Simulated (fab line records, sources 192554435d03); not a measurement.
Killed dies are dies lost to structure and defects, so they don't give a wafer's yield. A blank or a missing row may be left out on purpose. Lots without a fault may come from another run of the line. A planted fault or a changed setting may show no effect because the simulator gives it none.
Which tool did it? | flow n5_finfet | 24 lots, 72 wafers sampled, at 4 steps of a route of 1938

WHAT THE GAUGES READ, wafer by wafer
N5_WELL_APT_INSPECT_10: inspects for defects (macro).
lot  | measured    | on                | raw_defect_count
L074 | day 1 13:52 | defect_inspect-02 | 3 2 2
L075 | day 1 19:47 | defect_inspect-01 | 0 2 2
L076 | day 2 01:58 | defect_inspect-02 | 4 1 2
L077 | day 2 07:47 | defect_inspect-01 | 1 1 3
L078 | day 2 13:44 | defect_inspect-01 | 3 2 4
L079 | day 2 20:04 | defect_inspect-01 | 0 1 1
L080 | day 3 01:44 | defect_inspect-02 | 1 0 3
L081 | day 3 08:08 | defect_inspect-02 | 3 2 3
L082 | day 3 13:42 | defect_inspect-02 | 4 2 3
L083 | day 3 20:12 | defect_inspect-01 | 1 2 2
L084 | day 4 02:02 | defect_inspect-02 | 1 0 2
L085 | day 4 07:46 | defect_inspect-01 | 0 2 6
L086 | day 4 13:47 | defect_inspect-02 | 1 2 1
L087 | day 4 19:44 | defect_inspect-01 | 2 3 4
L088 | day 5 01:52 | defect_inspect-02 | 0 4 3
L089 | day 5 07:38 | defect_inspect-01 | 1 1 6
L090 | day 5 14:04 | defect_inspect-02 | 0 2 2
L091 | day 5 19:40 | defect_inspect-01 | 3 3 5
L092 | day 6 01:58 | defect_inspect-01 | 1 1 2
L093 | day 6 07:49 | defect_inspect-01 | 3 4 0
L094 | day 6 13:54 | defect_inspect-01 | 1 1 3
L095 | day 6 20:14 | defect_inspect-02 | 3 2 3
L096 | day 7 01:38 | defect_inspect-02 | 2 0 3
L097 | day 7 07:52 | defect_inspect-01 | 3 2 3

N5_FIN_SAQP_THK_MEAS_07.
lot  | measured    | on            | thk_nm (nm)
L074 | day 1 21:07 | film_metro-02 | 60.4 59.0 59.7
L075 | day 2 03:55 | film_metro-01 | 59.2 60.3 60.6
L076 | day 2 10:38 | film_metro-01 | 60.0 61.5 60.5
L077 | day 2 15:23 | film_metro-01 | 58.6 60.7 59.8
L078 | day 2 21:26 | film_metro-02 | 58.9 59.4 60.2
L079 | day 3 03:23 | film_metro-02 | 58.1 59.2 59.6
L080 | day 3 10:00 | film_metro-02 | 58.3 60.3 61.2
L081 | day 3 15:41 | film_metro-02 | 61.1 61.0 60.2
L082 | day 3 21:43 | film_metro-01 | 59.5 58.9 59.6
L083 | day 4 04:55 | film_metro-02 | 60.7 62.0 61.1
L084 | day 4 10:08 | film_metro-02 | 60.1 60.2 60.6
L085 | day 4 15:54 | film_metro-01 | 59.5 60.0 60.3
L086 | day 4 20:54 | film_metro-02 | 59.8 59.4 61.1
L087 | day 5 04:23 | film_metro-01 | 59.7 59.0 61.4
L088 | day 5 08:57 | film_metro-02 | 59.9 60.9 60.7
L089 | day 5 14:35 | film_metro-02 | 60.4 60.2 59.6
L090 | day 5 21:03 | film_metro-02 | 60.1 59.3 60.2
L091 | day 6 02:51 | film_metro-02 | 60.0 59.4 59.8
L092 | day 6 09:00 | film_metro-02 | 59.2 59.5 60.0
L093 | day 6 15:13 | film_metro-01 | 59.0 60.5 59.9
L094 | day 6 20:59 | film_metro-01 | 58.5 59.7 59.9
L095 | day 7 03:37 | film_metro-02 | 59.6 60.8 60.3
L096 | day 7 09:01 | film_metro-01 | 59.6 59.5 60.6
L097 | day 7 15:43 | film_metro-01 | 60.2 61.8 60.5

WHICH TOOL RAN EACH LOT (tool, then ch and the chambers of the sampled wafers, then the start)
lot  | N5_WELL_APT_DESCUM_30             | N5_FIN_SAQP_HM_DEP_03
L074 | rie_diel-01 ch 0,1, day 1 15:10   | pecvd-03 ch 0,2, day 1 20:49
L075 | rie_diel-01 ch 1,2,3, day 1 21:16 | pecvd-01 ch 0,2, day 2 03:32
L076 | rie_diel-01 ch 0,2, day 2 03:15   | pecvd-03 ch 0,1, day 2 10:20
L077 | rie_diel-04 ch 0,1,2, day 2 09:16 | pecvd-02 ch 1,2, day 2 15:02
L078 | rie_diel-01 ch 0,2,3, day 2 14:55 | pecvd-01 ch 0,1,2, day 2 21:08
L079 | rie_diel-03 ch 0,1,2, day 2 21:23 | pecvd-01 ch 0,1, day 3 03:05
L080 | rie_diel-03 ch 0,3, day 3 03:32   | pecvd-03 ch 0,1,2, day 3 09:42
L081 | rie_diel-04 ch 1,2,3, day 3 09:27 | pecvd-01 ch 0,1, day 3 15:23
L082 | rie_diel-01 ch 0,2,3, day 3 15:35 | pecvd-01 ch 0,1, day 3 21:26
L083 | rie_diel-03 ch 1,2, day 3 21:44   | pecvd-01 ch 0,1,2, day 4 04:37
L084 | rie_diel-03 ch 0,1,2, day 4 03:19 | pecvd-01 ch 0,1,2, day 4 09:52
L085 | rie_diel-04 ch 0,2, day 4 08:55   | pecvd-01 ch 0,1,2, day 4 15:36
L086 | rie_diel-01 ch 0,1, day 4 15:07   | pecvd-03 ch 1,2, day 4 20:37
L087 | rie_diel-01 ch 0,2, day 4 20:58   | pecvd-03 ch 1,2, day 5 04:05
L088 | rie_diel-04 ch 0,1,3, day 5 03:01 | pecvd-02 ch 0,1, day 5 08:40
L089 | rie_diel-04 ch 1,2,3, day 5 08:50 | pecvd-01 ch 0,2, day 5 14:18
L090 | rie_diel-03 ch 0,1,3, day 5 15:16 | pecvd-03 ch 0,1, day 5 20:46
L091 | rie_diel-03 ch 1,3, day 5 20:56   | pecvd-01 ch 0,1, day 6 02:34
L092 | rie_diel-04 ch 0,1,2, day 6 03:20 | pecvd-01 ch 0,1,2, day 6 08:43
L093 | rie_diel-01 ch 1,2,3, day 6 09:06 | pecvd-03 ch 0,1, day 6 14:56
L094 | rie_diel-01 ch 1,2,3, day 6 15:08 | pecvd-01 ch 0,1, day 6 20:41
L095 | rie_diel-01 ch 0,1,2, day 6 21:29 | pecvd-02 ch 0,1, day 7 03:19
L096 | rie_diel-03 ch 1,3, day 7 02:55   | pecvd-01 ch 0,2, day 7 08:44
L097 | rie_diel-03 ch 1,2, day 7 09:22   | pecvd-01 ch 1,2, day 7 15:25
- N5_WELL_APT_DESCUM_30: chemistry O2, time 7.9 s.
- N5_FIN_SAQP_HM_DEP_03: deposits SiNx from SiH4/NH3/N2, target thk 38 nm, time 33.6 s.

WHAT THE TOOLS THEMSELVES READ (means of the sampled wafers that have a number; where no wafer has one, the mark that the record gives instead)
N5_WELL_APT_DESCUM_30.
lot  | tool        | chamber_pressure_mTorr (mTorr) | drypump_motor_current_A (A) | oes_product_au (a.u.) | rf_vpp_V (V) | showerhead_plenum_p_Torr (Torr) | throttle_valve_pct (%)
L074 | rie_diel-01 | 19.987                         | 5.53                        | 0.74                  | 242.8        | 2.06                            | 20.31
L075 | rie_diel-01 | 19.992                         | 5.55                        | 0.73                  | 242.4        | 2.02                            | 20.38
L076 | rie_diel-01 | 19.999                         | 5.48                        | 0.76                  | 243.9        | 2.11                            | 20.32
L077 | rie_diel-04 | 19.996                         | 5.61                        | 0.74                  | 243.2        | 2.05                            | 20.27
L078 | rie_diel-01 | 20.014                         | 5.44                        | 0.73                  | 243.1        | 2.07                            | 20.38
L079 | rie_diel-03 | 19.999                         | 5.53                        | 0.71                  | 243.6        | 2.10                            | 20.51
L080 | rie_diel-03 | 19.973                         | 5.57                        | 0.88                  | 243.0        | 2.16                            | 20.38
L081 | rie_diel-04 | 19.998                         | 5.51                        | 0.75                  | 241.8        | 2.05                            | 20.25
L082 | rie_diel-01 | 19.990                         | 5.44                        | 0.73                  | 243.0        | 2.07                            | 20.38
L083 | rie_diel-03 | 20.005                         | 5.54                        | 0.69                  | 242.8        | 2.11                            | 20.70
L084 | rie_diel-03 | 20.003                         | 5.54                        | 0.69                  | 243.8        | 2.10                            | 20.52
L085 | rie_diel-04 | 20.004                         | 5.44                        | 0.72                  | 242.3        | 2.07                            | 20.30
L086 | rie_diel-01 | 19.991                         | 5.43                        | 0.72                  | 243.6        | 2.11                            | 20.34
L087 | rie_diel-01 | 19.977                         | 5.62                        | 0.75                  | 242.7        | 2.05                            | 20.40
L088 | rie_diel-04 | 19.992                         | 5.55                        | 0.75                  | 242.8        | 2.05                            | 20.30
L089 | rie_diel-04 | 20.007                         | 5.50                        | 0.73                  | 242.7        | 2.05                            | 20.28
L090 | rie_diel-03 | 19.987                         | 5.71                        | 0.76                  | 243.5        | 2.15                            | 20.43
L091 | rie_diel-03 | 19.985                         | 5.56                        | 0.81                  | 244.6        | 2.16                            | 20.60
L092 | rie_diel-04 | 19.982                         | 5.61                        | 0.72                  | 242.9        | 2.04                            | 20.31
L093 | rie_diel-01 | 19.995                         | 5.56                        | 0.79                  | 242.4        | 2.00                            | 20.31
L094 | rie_diel-01 | 19.997                         | 5.56                        | 0.78                  | 242.0        | 2.00                            | 20.32
L095 | rie_diel-01 | 19.982                         | 5.58                        | 0.71                  | 242.5        | 2.05                            | 20.40
L096 | rie_diel-03 | 19.998                         | 5.56                        | 0.80                  | 243.5        | 2.16                            | 20.61
L097 | rie_diel-03 | 20.010                         | 5.54                        | 0.76                  | 244.4        | 2.19                            | 20.60

N5_FIN_SAQP_HM_DEP_03.
lot  | tool     | heater_power_w (W) | showerhead_plenum_p_Torr (Torr) | throttle_valve_pct (%)
L074 | pecvd-03 | 758                | 5.13                            | 39.9
L075 | pecvd-01 | 871                | 5.12                            | 37.9
L076 | pecvd-03 | 834                | 5.14                            | 41.6
L077 | pecvd-02 | 704                | 5.10                            | 39.6
L078 | pecvd-01 | 852                | 5.15                            | 40.6
L079 | pecvd-01 | 827                | 5.14                            | 40.6
L080 | pecvd-03 | 863                | 5.14                            | 40.1
L081 | pecvd-01 | 818                | 5.14                            | 40.5
L082 | pecvd-01 | 876                | 5.14                            | 40.6
L083 | pecvd-01 | 855                | 5.15                            | 40.5
L084 | pecvd-01 | 867                | 5.15                            | 40.7
L085 | pecvd-01 | 867                | 5.15                            | 40.6
L086 | pecvd-03 | 869                | 5.16                            | 39.8
L087 | pecvd-03 | 893                | 5.17                            | 39.5
L088 | pecvd-02 | 729                | 5.12                            | 39.4
L089 | pecvd-01 | 899                | 5.13                            | 38.4
L090 | pecvd-03 | 696                | 5.11                            | 40.6
L091 | pecvd-01 | 802                | 5.17                            | 42.9
L092 | pecvd-01 | 898                | 5.15                            | 40.6
L093 | pecvd-03 | 811                | 5.13                            | 41.6
L094 | pecvd-01 | 851                | 5.16                            | 42.8
L095 | pecvd-02 | 699                | 5.12                            | 40.1
L096 | pecvd-01 | 780                | 5.12                            | 38.5
L097 | pecvd-01 | 839                | 5.17                            | 40.8

THE ANSWER, worked out from the rows above alone
Rule: what is usual is taken from the lots themselves. Put in order of their means at a reading, lots are off if they are a third of the lots or fewer, leave a main group of 4 or more, and stand apart from it by a gap of 3 or more times the standard deviation of the main group's means; of several such gaps the widest counts. A main group whose means are all the same, to the digits that the tables above print for the reading, isn't used. A lot without any number at a reading at which 4 lots or more have one is off too. The other lots that the step has rows for count as sound. The gauges are gone through in route order, then the tools' own readings, and for those a lot's mean is taken as printed above. The first step at which some lot is off is used, and at that step the reading that is off furthest; a lot without a number counts as furthest.
No lot is off at any reading shown: from this, nothing can be told.

WHAT THE SIMULATOR HAD PUT IN
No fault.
